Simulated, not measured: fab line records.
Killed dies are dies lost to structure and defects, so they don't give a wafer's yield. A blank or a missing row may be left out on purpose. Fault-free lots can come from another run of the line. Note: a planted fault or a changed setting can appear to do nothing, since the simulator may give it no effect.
Matching of chambers :: flow n5 finfet :: rie diel-01 running N5_FIN_SAQP_HM_OPEN_73: 4 sister chambers
The step chemistry CHF3/O2, target SiO2, stops on a-Si, target depth 12 nm, time 16.8 s. 8 wafers are shown with their chamber, then 9 later ones without.

== EACH WAFER AND ITS CHAMBER ==
wafer: L080.5
chamber: 1
drypump motor current A (A): 5.2
showerhead plenum p Torr (Torr): 2.34

wafer: L085.5
chamber: 2
drypump motor current A (A): 5.2
showerhead plenum p Torr (Torr): 2.41

wafer: L089.1
chamber: 0
drypump motor current A (A): 6.3
showerhead plenum p Torr (Torr): 2.40

wafer: L089.4
chamber: 3
drypump motor current A (A): 5.7
showerhead plenum p Torr (Torr): 2.51

wafer: L089.6
chamber: 2
drypump motor current A (A): 5.1
showerhead plenum p Torr (Torr): 2.41

wafer: L090.1
chamber: 1
drypump motor current A (A): 5.2
showerhead plenum p Torr (Torr): 2.33

wafer: L090.3
chamber: 3
drypump motor current A (A): 5.8
showerhead plenum p Torr (Torr): 2.51

wafer: L090.4
chamber: 0
drypump motor current A (A): 6.3
showerhead plenum p Torr (Torr): 2.40

== WAFERS WITHOUT THEIR CHAMBER ==
wafer: L091.2
drypump motor current A (A): 6.3
showerhead plenum p Torr (Torr): 2.40

wafer: L091.3
drypump motor current A (A): 5.7
showerhead plenum p Torr (Torr): 2.51

wafer: L091.6
drypump motor current A (A): 5.7
showerhead plenum p Torr (Torr): 2.51

wafer: L095.2
drypump motor current A (A): 5.2
showerhead plenum p Torr (Torr): 2.32

wafer: L095.4
drypump motor current A (A): 5.1
showerhead plenum p Torr (Torr): 2.40

wafer: L095.6
drypump motor current A (A): 5.2
showerhead plenum p Torr (Torr): 2.33

wafer: L096.2
drypump motor current A (A): 5.7
showerhead plenum p Torr (Torr): 2.50

wafer: L096.3
drypump motor current A (A): 5.2
showerhead plenum p Torr (Torr): 2.32

wafer: L096.5
drypump motor current A (A): 5.7
showerhead plenum p Torr (Torr): 2.50

== CHAMBER TAKEN BY EACH ==
wafer: L091.2
from the rows above: 0
in truth: 0

wafer: L091.3
from the rows above: 3
in truth: 3

wafer: L091.6
from the rows above: 3
in truth: 3

wafer: L095.2
from the rows above: 1
in truth: 1

wafer: L095.4
from the rows above: 2
in truth: 2

wafer: L095.6
from the rows above: 1
in truth: 1

wafer: L096.2
from the rows above: 3
in truth: 3

wafer: L096.3
from the rows above: 1
in truth: 1

wafer: L096.5
from the rows above: 3
in truth: 3
Correctly placed: 9 of 9. From these rows, 0 cannot be placed. Number placed wrongly: 0.
How it was worked out, from the rows above alone: a wafer's distance from a chamber is the root of the sum, over the readings, of the square of ((its reading less the chamber's mean) divided by the reading's scatter). If the next closest chamber is less than 2 further off than the closest, the wafer can't be placed; otherwise it belongs to the closest. A chamber's mean is the mean of its shown wafers. The scatter: the root of (the sum of the squares of (reading less its chamber's mean) over the shown wafers, divided by (wafers less chambers)).
